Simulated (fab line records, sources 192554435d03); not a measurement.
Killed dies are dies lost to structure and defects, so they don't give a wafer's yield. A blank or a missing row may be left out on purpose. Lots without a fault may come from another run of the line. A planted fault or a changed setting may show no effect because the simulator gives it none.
Chamber matching | flow n5_finfet | N5_BEOL_M6_ETCH_62 on rie_diel-04: 4 sister chambers
The step etches SOC in N2/H2, target depth 110 nm, overetch 22 nm, time 165 s. 4 wafers are shown with their chamber, then 11 later ones without.

WAFERS WITH THEIR CHAMBER
wafer  | chamber | drypump_motor_current_A (A)
L080.5 | 1       | 5.6
L086.5 | 0       | 6.1
L086.6 | 3       | 5.1
L087.2 | 2       | 5.1

WAFERS WITHOUT THEIR CHAMBER
wafer  | drypump_motor_current_A (A)
L087.4 | 5.6
L087.6 | 5.1
L090.3 | 5.6
L090.5 | 5.1
L090.6 | 6.1
L088.2 | 5.6
L088.5 | 5.6
L088.6 | 5.2
L092.1 | 5.1
L092.2 | 5.6
L092.5 | 5.6

WHICH CHAMBER EACH WENT THROUGH
wafer  | from the rows above     | in truth
L087.4 | 1                       | 1
L087.6 | can't be placed: 2 or 3 | 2
L090.3 | 1                       | 1
L090.5 | can't be placed: 2 or 3 | 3
L090.6 | 0                       | 0
L088.2 | 1                       | 1
L088.5 | 1                       | 1
L088.6 | can't be placed: 2 or 3 | 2
L092.1 | can't be placed: 2 or 3 | 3
L092.2 | 1                       | 1
L092.5 | 1                       | 1
Placed correctly: 7 of 11. Can't be placed from these rows: 4 (the true chamber is among the candidates in 4). Placed wrongly: 0.
How it was worked out, from the rows above alone: a wafer's distance from a chamber is the root of the sum, over the readings, of the square of ((its reading less the chamber's mean) divided by the reading's scatter). The wafer belongs to the nearest chamber; if the next one is less than 2 further off, it can't be placed. A chamber's mean is the mean of its shown wafers. The scatter: with one shown wafer a chamber, the root of the mean of the squares of how far each hidden wafer lies from its nearest shown one.
